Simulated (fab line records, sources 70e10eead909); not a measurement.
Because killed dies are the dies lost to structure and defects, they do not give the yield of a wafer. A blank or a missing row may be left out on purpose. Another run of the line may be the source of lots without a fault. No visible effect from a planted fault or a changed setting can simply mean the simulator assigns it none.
Which tool was responsible?    flow nand_harc    18 wafers from 6 lots sampled at 2 of the route's 1159 steps

== WHAT EACH GAUGE READ, for each wafer ==
NHARC_A_BONDPAD_THK_MEAS_20: measures by xrf.
lot   measured      on             thk_nm (nm)
L396  day 19 08:30  film_metro-02  168.2 168.8 167.3
L398  day 20 11:50  film_metro-01  170.9 170.6 170.3
L397  day 20 14:59  film_metro-02  169.6 169.1 169.7
L404  day 21 01:13  film_metro-02  171.0 168.7 172.4
L407  day 22 02:19  film_metro-02  172.4 170.1 171.4
L408  day 22 16:48  film_metro-01  166.9 170.4 169.4

== WHAT TOOL EACH LOT RAN ON (gives the tool, then ch and the chambers of the sampled wafers, and finally the start) ==
lot   NHARC_A_CONTACT_STRIP_55
L396  rie_diel-12 ch 0,2, day 17 20:20
L398  rie_diel-12 ch 0,1,3, day 18 10:02
L397  rie_diel-09 ch 0,1, day 18 21:40
L404  rie_diel-13 ch 1,2,3, day 19 10:27
L407  rie_diel-12 ch 0,2,3, day 20 03:53
L408  rie_diel-12 ch 0,1,2, day 21 00:20
- NHARC_A_CONTACT_STRIP_55: strips in O2.

== THE ANSWER, worked out from the rows above alone ==
Rule: the usual values come from the lots themselves. Put in order of their means at a reading, lots are off if they are a third of the lots or fewer, leave a main group of 4 or more, and stand apart from it by a gap of 3 or more times the standard deviation of the main group's means; of several such gaps the widest counts. A main group is skipped when, at the precision printed for the reading in the tables above, its means are all equal. Also off: a lot with no number at a reading for which 4 or more lots have one. Any other lot the step has rows for is counted as sound.
None of the lots is off at any reading shown; this tells nothing.

== WHAT HAD BEEN PUT IN BY THE SIMULATOR ==
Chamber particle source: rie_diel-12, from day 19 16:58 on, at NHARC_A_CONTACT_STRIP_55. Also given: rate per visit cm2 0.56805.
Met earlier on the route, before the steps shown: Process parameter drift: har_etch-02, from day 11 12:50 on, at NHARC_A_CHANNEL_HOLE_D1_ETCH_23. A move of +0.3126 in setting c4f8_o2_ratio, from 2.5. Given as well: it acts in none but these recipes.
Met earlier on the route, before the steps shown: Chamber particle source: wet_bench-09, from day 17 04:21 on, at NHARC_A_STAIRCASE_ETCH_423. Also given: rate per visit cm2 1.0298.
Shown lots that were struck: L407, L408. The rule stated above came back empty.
